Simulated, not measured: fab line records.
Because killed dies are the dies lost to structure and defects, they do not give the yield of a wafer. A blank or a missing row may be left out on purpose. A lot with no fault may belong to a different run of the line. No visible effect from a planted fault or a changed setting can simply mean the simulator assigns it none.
Chamber matching | flow nandHarc | 4 sister chambers for NHARC_P_GATE_DESCUM_93 on rieDiel-04
The step chemistry O2, time 3 s. 18 wafers are shown with their chamber, then 9 later ones without.

WAFERS WITH THEIR CHAMBER
wafer  | chamber | showerheadPlenumPTorr (Torr) | oesProductAu (a.u.) | throttleValvePct (%)
L074.2 | 0       | 1.82                         | 0.990               | 11.313
L074.3 | 1       | 1.89                         | 0.991               | 11.312
L074.4 | 2       | 1.98                         | 1.001               | 11.298
L076.2 | 1       | 1.89                         | 0.985               | 11.315
L076.3 | 3       | 2.00                         | 0.992               | 11.317
L076.6 | 2       | 1.98                         | 0.983               | 11.321
L077.2 | 3       | 1.99                         | 0.997               | 11.317
L077.3 | 1       | 1.89                         | 0.996               | 11.296
L077.6 | 2       | 1.98                         | 0.992               | 11.311
L083.3 | 2       | 1.98                         | 0.988               | 11.316
L083.4 | 1       | 1.89                         | 0.999               | 11.325
L083.6 | 2       | 1.98                         | 1.001               | 11.305
L085.3 | 0       | 1.82                         | 1.006               | 11.308
L085.5 | 2       | 1.98                         | 1.005               | 11.309
L085.6 | 1       | 1.89                         | 1.002               | 11.312
L089.2 | 1       | 1.89                         | 0.990               | 11.300
L089.3 | 3       | 1.99                         | 0.995               | 11.306
L089.4 | 2       | 1.98                         | 0.993               | 11.304

SIGNATURES (averages over the wafers above)
reading               | chamber 0 | chamber 1 | chamber 2 | chamber 3 | scatter within a chamber
showerheadPlenumPTorr | 1.8200    | 1.8900    | 1.9800    | 1.9933    | 0.00218
oesProductAu          | 0.99800   | 0.99383   | 0.99471   | 0.99467   | 0.00716
throttleValvePct      | 11.31050  | 11.31000  | 11.30914  | 11.31333  | 0.00848
Rule: distance of a wafer from a chamber = root of the sum over the readings of ((wafer's reading minus chamber's mean) / reading's scatter) squared. The wafer belongs to the nearest chamber; if the next one is less than 2 further off, it can't be placed. How the scatter is found: for the shown wafers, subtract from each reading the mean of its chamber, square and add these, divide the total by (wafers less chambers), then take the root.

WAFERS WITHOUT THEIR CHAMBER
wafer  | showerheadPlenumPTorr (Torr) | oesProductAu (a.u.) | throttleValvePct (%)
L095.2 | 1.82                         | 0.998               | 11.298
L095.4 | 1.89                         | 0.996               | 11.300
L095.5 | 1.97                         | 0.993               | 11.309
L096.2 | 1.89                         | 0.990               | 11.317
L096.4 | 1.97                         | 0.997               | 11.303
L096.6 | 1.99                         | 0.989               | 11.302
L097.2 | 1.82                         | 1.004               | 11.297
L097.4 | 1.99                         | 0.991               | 11.311
L097.6 | 1.89                         | 0.993               | 11.304

EACH ONE'S CHAMBER
wafer  | from the rows above | in truth
L095.2 | 0                   | 0
L095.4 | 1                   | 1
L095.5 | 2                   | 2
L096.2 | 1                   | 1
L096.4 | 2                   | 2
L096.6 | 3                   | 3
L097.2 | 0                   | 0
L097.4 | 3                   | 3
L097.6 | 1                   | 1
9 of 9 placed correctly. From these rows, 0 cannot be placed. 0 placed wrongly.
